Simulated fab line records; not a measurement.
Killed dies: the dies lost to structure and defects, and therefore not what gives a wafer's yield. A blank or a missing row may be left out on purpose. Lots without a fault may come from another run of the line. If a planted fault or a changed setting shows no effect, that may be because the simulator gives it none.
Problem report in the 8D (eight disciplines) form, filled by code :: flow n5 finfet :: the parts of the form that need people (team, actions taken, sign-off) are left out

## 1. PROBLEM STATEMENT
At N5_GATE_CUT_ETCH_56, rf fwd power W averages 451.3 W over 3 wafers from 2 lots, while fault-free wafers read 596.3 W, standard deviation 2.1. That puts it -69 standard deviations away from the usual mean.
The step: etches TiN in Cl2/Ar, target depth 21.6 nm.
Seen first at day 7 06:39 on rie metal-02, wafer L839.2. Wafers with a number at this step in the record: 27, from 9 lots. By rule, "out" or "out of limits" means more than 4 standard deviations away from the usual mean. Any other wafer with a number is counted as sound.

## 2. WHAT THIS IS AND IS NOT
question: which readings at this step
is: rf fwd power W
is not: drypump motor current A, oes product au, throttle valve pct

question: which lots
is: L839, L842
is not: L829, L831, L836, L838, L840, L850, L851

question: which wafers of those lots
is: L839.2, L842.3, L842.5
is not: L839.4, L839.6, L842.2

question: read on which tools
is: rie metal-02
is not: rie metal-01, rie metal-03

question: when
is: from day 7 06:39
is not: up to then (14 sound wafers); but 10 sound wafers of L840, L842, L850, L851 came after

## 3. THE SUSPECTS, EACH WITH WHAT RULES IT OUT
Counting: a tool at a process step up to the reading stays a suspect if it ran every lot that is out. Sound lots after the first of them don't rule it out here, since some wafers of a struck lot are sound.
- rie metal-02 at N5_GATE_CUT_ETCH_56 (etches TiN in Cl2/Ar, target depth 21.6 nm): kept. It processed each lot that is out (first: L839, day 7 06:39); up to then, its last sound lot is L836 (day 6 07:14). On those wafers its own readings are out: rf fwd power W.
- Within rie metal-02 at N5_GATE_CUT_ETCH_56, the wafers that are out were processed in chamber 1 and their sound lot-mates in chamber 0.
The count leaves rie metal-02 at N5_GATE_CUT_ETCH_56.

## 4. THE CAUSE (what the simulator had put in)
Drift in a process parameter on rie metal-02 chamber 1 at N5_GATE_CUT_ETCH_56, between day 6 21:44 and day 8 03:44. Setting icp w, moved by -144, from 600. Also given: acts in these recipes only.
Counting left only this tool.

## 5. THE CHAIN OF EFFECTS, in route order
Each row: a reading whose mean over the struck wafers that have a number lies more than 3 standard deviations from the usual. Readings are gone through only where the record gives a usual standard deviation; hours: the median, over the lots, of the time from a lot's start at the first step in this table giving one to that lot's start at this step; sigmas: the change measured in usual standard deviations.
hours: 0
step: N5_GATE_CUT_ETCH_56
reading: rf fwd power W
usual: 596.3 W
on struck wafers: 451.3
change: -145.0
sigmas: -69
It contains these process steps:
- N5_GATE_CUT_ETCH_56: etches TiN in Cl2/Ar, target depth 21.6 nm.
Later steps that measure or inspect, where all struck wafers having a row at the step show a number for every such reading and not one has moved that far: N5_BEOL_M4_RC_MEAS_101.

## 6. WHAT WOULD HAVE CAUGHT IT SOONER
First out-of-limits reading in this record: day 7 06:39, which is 9 hours after fault onset at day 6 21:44.
